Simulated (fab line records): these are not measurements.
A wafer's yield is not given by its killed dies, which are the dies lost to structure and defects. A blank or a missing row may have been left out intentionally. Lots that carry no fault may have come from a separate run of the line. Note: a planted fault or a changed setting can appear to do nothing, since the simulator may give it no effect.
Split-lot study | flow n5_finfet | route with 1938 steps; 7 lots, 39 wafers read

== ON THE SPLIT ==
At N5_BEOL_M7_DESCUM_33 (chemistry O2, time 7 s), the setting time_s was moved away from the recipe's 7 s on 12 of the 39 wafers read, by -32.5% to +58.6%. For the rest of the wafers, this setting stayed at what the recipe calls for.

== FROM THE SPLIT ON TO THE READING: in between, the file shows 1 step ==
- N5_BEOL_M7_ETCH_72: etches underlayer in N2/H2, target depth 6.5 nm, time 5.2 s

== THE READING ==
CAR-EUV_of_BEOL_M7_COAT_22.thk_nm (the simulator's own value, which no gauge read), in nm, at N5_BEOL_M7_ETCH_65 (etches SiARC in CF4, target depth 15.6 nm, time 26 s). The file gives no usual value for it. Across the 27 wafers here that went through the recipe, the average is 11.2 nm and the standard deviation 0.11 nm.

wafer  | tool, chamber at the split | time_s as run, s | against the recipe | CAR-EUV_of_BEOL_M7_COAT_22.thk_nm, nm | against lot-mates on the recipe
L077.1 | rie_diel-02, 3,2,3         | 10.53            | +50.4%             | 9.4                                   | -1.7
L077.6 | rie_diel-02, 3,2,3         | 10.53            | +50.4%             | 9.4                                   | -1.7
L077.2 | rie_diel-02, 1,2           | 7                | recipe             | 11.2                                  | -
L077.4 | rie_diel-02, 0             | 7                | recipe             | 11.2                                  | -
L077.3 | rie_diel-02, 3,2,3         | 10.53            | +50.4%             | 9.6                                   | -1.5
L077.5 | rie_diel-02, 1,2           | 7                | recipe             | 11                                    | -
L079.1 | rie_diel-05, 0             | 7                | recipe             | 11.2                                  | -
L079.4 | rie_diel-05, 1             | 7                | recipe             | 11.2                                  | -
L079.5 | rie_diel-05, 0             | 7                | recipe             | 11.2                                  | -
L079.2 | rie_diel-05, 3             | 11.1             | +58.6%             | 9.2                                   | -2.0
L079.3 | rie_diel-05, 2             | 11.1             | +58.6%             | 9.2                                   | -2.0
L079.6 | rie_diel-05, 3             | 11.1             | +58.6%             | 9.2                                   | -2.0
L082.1 | rie_diel-04, 0             | 7                | recipe             | 11.2                                  | -
L082.2 | rie_diel-04, 2,1           | 7                | recipe             | 11.2                                  | -
L082.4 | rie_diel-04, 2,1           | 7                | recipe             | 11.2                                  | -
L082.3 | rie_diel-04, 3             | 9.044            | +29.2%             | 10.2                                  | -1.0
L082.5 | rie_diel-04, 3             | 9.044            | +29.2%             | 10.2                                  | -1.0
L082.6 | rie_diel-04, 0             | 9.044            | +29.2%             | 10.4                                  | -0.8
L090.1 | rie_diel-02, 1             | 7                | recipe             | 11.2                                  | -
L090.3 | rie_diel-02, 0,3           | 7                | recipe             | 11.2                                  | -
L090.2 | rie_diel-02, 2             | 4.728            | -32.5%             | 12.2                                  | +1.1
L090.5 | rie_diel-02, 3,0           | 4.728            | -32.5%             | 12.2                                  | +1.1
L090.6 | rie_diel-02, 3,0           | 4.728            | -32.5%             | 12.2                                  | +1.1
L090.4 | rie_diel-02, 0,3           | 7                | recipe             | 11                                    | -
L089.1 | rie_diel-02, 1,3,2,2       | 7                | recipe             | 11.2                                  | -
L089.3 | rie_diel-02, 1,3,2,2       | 7                | recipe             | 11.2                                  | -
L089.2 | rie_diel-02, 1,3,2,2       | 7                | recipe             | 11                                    | -
L089.4 | rie_diel-02, 3,1           | 7                | recipe             | 11                                    | -
L089.5 | rie_diel-02, 3,1           | 7                | recipe             | 11                                    | -
L089.6 | rie_diel-02, 1,3,2,2       | 7                | recipe             | 11                                    | -
L091.1 | rie_diel-05, 3,2,0,3,0,2   | 7                | recipe             | 11.2                                  | -
L091.4 | rie_diel-05, 3,2,0,3,0,2   | 7                | recipe             | 11.2                                  | -
L091.5 | rie_diel-05, 3,2,0,3,0,2   | 7                | recipe             | 11.2                                  | -
L091.6 | rie_diel-05, 3,2,0,3,0,2   | 7                | recipe             | 11.2                                  | -
L091.2 | rie_diel-05, 3,2,0,3,0,2   | 7                | recipe             | 11.4                                  | -
L091.3 | rie_diel-05, 3,2,0,3,0,2   | 7                | recipe             | 11.4                                  | -
L093.3 | rie_diel-05, 3,2           | 7                | recipe             | 11                                    | -
L093.6 | rie_diel-05, 3,2           | 7                | recipe             | 11                                    | -
L093.4 | rie_diel-05, 3             | 7                | recipe             | 11.2                                  | -
If several chambers appear in one row, that row covers several wafers at once and the file leaves open which wafer was in which chamber.

THE FIT
A straight line over all 39 wafers: CAR-EUV_of_BEOL_M7_COAT_22.thk_nm changes by -0.0329 nm for each +1% of time_s; r = -0.99; the points scatter about the line by 0.11 nm.
The same after taking each lot's own level away (the mean of its wafers on the recipe; 39 wafers): -0.0334 nm for each +1%; r = -0.99; scatter 0.083 nm.
On that fit, the largest move of time_s shifts the reading by 2 nm.
From 11.07 to 11.27 nm: that is the span of the lots' own levels, equal to 1.8 times the standard deviation above.
So the lot-to-lot level changes the slope little: the two slopes agree.
Check: -1.95 nm against its lot-mates is what the line predicts for one of the wafers moved furthest among these (+58.6%) when that wafer is left out of the fit. Against them it came out at -2 nm.

== OTHER SPLITS ON THESE WAFERS ==
Note: prior to the reading, these wafers also went through further splits. Each is held against what the fit with the lots' levels taken away leaves over:
other split on the same wafers            | wafers away from the commonest value | r with CAR-EUV_of_BEOL_M7_COAT_22.thk_nm (lot level and that fit taken away)
N5_BEOL_M0_SAQP_PECVD_96 time_s           | 15                                   | -0.14
N5_BEOL_M0_TRENCH_ETCH_107 target_depth_a | 18                                   | +0.07
N5_BEOL_M2_DESCUM_33 time_s               | 12                                   | +0.00

== THE WHOLE CHAIN: every reading that the file lists as answering this split, in the file's order ==
step                 | what it does                                                | reading                                                                            | change (the file's fit)                 | r (the file's)
N5_BEOL_M7_DESCUM_33 | chemistry O2, time 7 s                                      | CAR-EUV_of_BEOL_M7_COAT_22.thk_nm (the simulator's own value, which no gauge read) | -0.0324 nm for each +1% of the setting  | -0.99
N5_BEOL_M7_DESCUM_33 | chemistry O2, time 7 s                                      | BEOL_M7.cd_nm (the simulator's own value, which no gauge read)                     | +0.00873 nm for each +1% of the setting | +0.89
N5_BEOL_M7_ETCH_72   | etches underlayer in N2/H2, target depth 6.5 nm, time 5.2 s | CAR-EUV_of_BEOL_M7_COAT_22.thk_nm (the simulator's own value, which no gauge read) | -0.0343 nm for each +1% of the setting  | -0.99
N5_BEOL_M7_ETCH_72   | etches underlayer in N2/H2, target depth 6.5 nm, time 5.2 s | BEOL_M7.cd_nm (the simulator's own value, which no gauge read)                     | +0.00879 nm for each +1% of the setting | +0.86
N5_BEOL_M7_ETCH_65   | etches SiARC in CF4, target depth 15.6 nm, time 26 s        | CAR-EUV_of_BEOL_M7_COAT_22.thk_nm (the simulator's own value, which no gauge read) | -0.0334 nm for each +1% of the setting  | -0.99

== FILE'S OWN FIT ==
CAR-EUV_of_BEOL_M7_COAT_22.thk_nm changes by -0.0334 nm for each +1% of time_s, r = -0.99.
